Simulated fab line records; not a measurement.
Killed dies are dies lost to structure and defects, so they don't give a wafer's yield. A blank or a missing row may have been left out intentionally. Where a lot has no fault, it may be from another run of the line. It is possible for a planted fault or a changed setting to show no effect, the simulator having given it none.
A struck lot beside a sound one || flow nand-harc || 40 steps out of a route of 1302
Sound: these wafers, L551.1, L551.3, L551.4. Struck: wafer L564.4. At the end, the cause is stated.
Order at every step that has rows: each side's tool, ch and its chambers, its first start. Under that, the readings that differ: sound wafers || struck wafers || difference of the means || sigmas: that difference in standard deviations of wafers without a fault.
alike: a reading whose means differ by less than 2 such deviations, as well as words and numbers matching on both sides. not compared: withheld readings; readings where some wafer has no value; bounds like >300 that might hide an equal value; numbers whose values overlap and for which the record gives no deviation.
A row with sigmas, a row that says differs or no value, or rows on one side alone: a step with any of these is where the two part. Numbers that don't overlap but have no deviation are shown without sigmas and don't part them. Lack of a reading on every wafer of one side parts them only where that side has two or more wafers.

first, 5 steps without rows for these wafers: NHARC_A_STAIRCASE_PEB_07 (peb time 130 s); NHARC_A_STAIRCASE_DEVELOP_08 (time 140 s); NHARC_A_STAIRCASE_HARDBAKE_10 (time 140 s); NHARC_A_STAIRCASE_DESCUM_11 (chemistry O2, time 3 s); NHARC_A_STAIRCASE_TRIM_12 (chemistry O2, time 211.2 s).
NHARC_A_STAIRCASE_ETCH_13: etches the open film in C4F8/O2, target depth 100 nm, time 40.5 s.
  sound on rie-diel-07 ch 0,1,3; struck on rie-diel-07 ch 0
{"reading": "rf-hours-counter-h (h)", "sound": "30 25 22", "struck": 15, "difference": -11, "sigmas": ""}
  alike: oes-product-au, rf-vpp-V
NHARC_A_STAIRCASE_TRIM_14: chemistry O2, time 211.2 s.
  sound on rie-diel-07 ch 0,1,3; struck on rie-diel-07 ch 3
{"reading": "rf-hours-counter-h (h)", "sound": "22 30 25", "struck": 16, "difference": -10, "sigmas": ""}
  alike: drypump-motor-current-A, mfc-ar-sccm, oes-product-au, rf-vpp-V, showerhead-plenum-p-Torr, throttle-valve-pct
then, 2 steps without rows for these wafers: NHARC_A_STAIRCASE_ETCH_15 (etches the open film in C4F8/O2, target depth 100 nm, time 40.5 s); NHARC_A_STAIRCASE_TRIM_16 (chemistry O2, time 211.2 s).
NHARC_A_STAIRCASE_ETCH_17: etches the open film in C4F8/O2, target depth 100 nm, time 40.5 s.
  sound on rie-diel-07 ch 0,1,2; struck on rie-diel-07 ch 1
{"reading": "rf-hours-counter-h (h)", "sound": "26 23 30", "struck": 14, "difference": -12, "sigmas": ""}
  alike: oes-product-au, rf-vpp-V
then, 1 step without rows for these wafers: NHARC_A_STAIRCASE_TRIM_18 (chemistry O2, time 211.2 s).
NHARC_A_STAIRCASE_ETCH_19: etches the open film in C4F8/O2, target depth 100 nm, time 40.5 s.
  sound on rie-diel-07 ch 0,2,3, day 17 08:58; struck on rie-diel-07 ch 2, day 23 02:32
{"reading": "rf-hours-counter-h (h)", "sound": "23 31 30", "struck": 16, "difference": -12, "sigmas": ""}
  alike: oes-product-au, rf-vpp-V
then, 8 steps without rows for these wafers: NHARC_A_STAIRCASE_TRIM_20 (chemistry O2, time 211.2 s); NHARC_A_STAIRCASE_ETCH_21 (etches the open film in C4F8/O2, target depth 100 nm, time 40.5 s); NHARC_A_STAIRCASE_TRIM_22 (chemistry O2, time 211.2 s); NHARC_A_STAIRCASE_ETCH_23 (etches the open film in C4F8/O2, target depth 100 nm, time 40.5 s); NHARC_A_STAIRCASE_TRIM_24 (chemistry O2, time 211.2 s); NHARC_A_STAIRCASE_ETCH_25 (etches the open film in C4F8/O2, target depth 100 nm, time 40.5 s); NHARC_A_STAIRCASE_TRIM_26 (chemistry O2, time 211.2 s); NHARC_A_STAIRCASE_ETCH_27 (etches the open film in C4F8/O2, target depth 100 nm, time 40.5 s).
NHARC_A_STAIRCASE_STRIP_175: strips in O2.
  sound on plasma-asher-01 ch 0,1, day 17 10:37; struck on plasma-asher-01 ch 1, day 23 03:51
  alike: drypump-motor-current-A, heater-power-w
  not compared: rf-hours-counter-h
then, 15 steps without rows for these wafers: NHARC_A_STAIRCASE_STRIP_148 (strips in SPM, time 900 s); NHARC_A_STAIRCASE_PRECLEAN_149 (cleans in SC1); NHARC_A_STAIRCASE_SRD_150; NHARC_A_STAIRCASE_DEHYDRATE_176 (time 120 s); NHARC_A_STAIRCASE_HMDS_177 (time 30 s); NHARC_A_STAIRCASE_COAT_178; NHARC_A_STAIRCASE_SOFTBAKE_179 (time 170 s); NHARC_A_STAIRCASE_EBR_180; NHARC_A_STAIRCASE_EXPOSE_181 (exposes mask STAIR 2); NHARC_A_STAIRCASE_PEB_182 (peb time 130 s); NHARC_A_STAIRCASE_DEVELOP_183 (time 140 s); NHARC_A_STAIRCASE_HARDBAKE_185 (time 140 s); NHARC_A_STAIRCASE_DESCUM_186 (chemistry O2, time 3 s); NHARC_A_STAIRCASE_TRIM_187 (chemistry O2, time 211.2 s); NHARC_A_STAIRCASE_ETCH_188 (etches the open film in C4F8/O2, target depth 100 nm, time 40.5 s).
NHARC_A_STAIRCASE_TRIM_189: chemistry O2, time 211.2 s.
  sound on rie-diel-07 ch 0,1,3; struck on rie-diel-12 ch 0
  alike: drypump-motor-current-A, mfc-ar-sccm, oes-product-au, rf-vpp-V, showerhead-plenum-p-Torr, throttle-valve-pct
  not compared: rf-hours-counter-h
then, 1 step without rows for these wafers: NHARC_A_STAIRCASE_ETCH_190 (etches the open film in C4F8/O2, target depth 100 nm, time 40.5 s).
-- a jump in the record: the struck wafers' starts before and after are 4 days apart (it breaks off in module A_STAIRCASE and resumes in module A_SGD_CUT, where the first step shown is number 890 of the route) --
NHARC_A_SGD_CUT_DEP_00: deposits SiNx, target thk 50 nm.
  sound on pecvd-02 ch 1,2, day 20 17:18; struck on pecvd-03 ch 0, day 27 05:19
{"reading": "hold", "sound": "- - -", "struck": "await-dispo/4.4h/release", "difference": "no value on the sound wafers", "sigmas": ""}
  alike: heater-power-w
-- record jumps: 6 days between struck wafers' starts before vs after; left off in module A_SGD_CUT, resumes in module END, first step shown is number 1302 of the route --
NHARC_END_SORT_01:
  sound on prober-01 ch 0, day 25 23:14; struck on prober-01 ch 0, day 33 00:25
{"reading": "killed-at-array", "sound": "43 52 35", "struck": 150, "difference": "+107", "sigmas": "+5"}
{"reading": "killed-dies", "sound": "47 59 41", "struck": 156, "difference": "+107", "sigmas": "+5"}
  alike: killed-at-other, killed-at-periphery, killed-open, killed-short

## WHERE THEY PART
Earliest at NHARC_A_SGD_CUT_DEP_00; latest, in this record, at NHARC_END_SORT_01.

WHY: what the simulator had put in
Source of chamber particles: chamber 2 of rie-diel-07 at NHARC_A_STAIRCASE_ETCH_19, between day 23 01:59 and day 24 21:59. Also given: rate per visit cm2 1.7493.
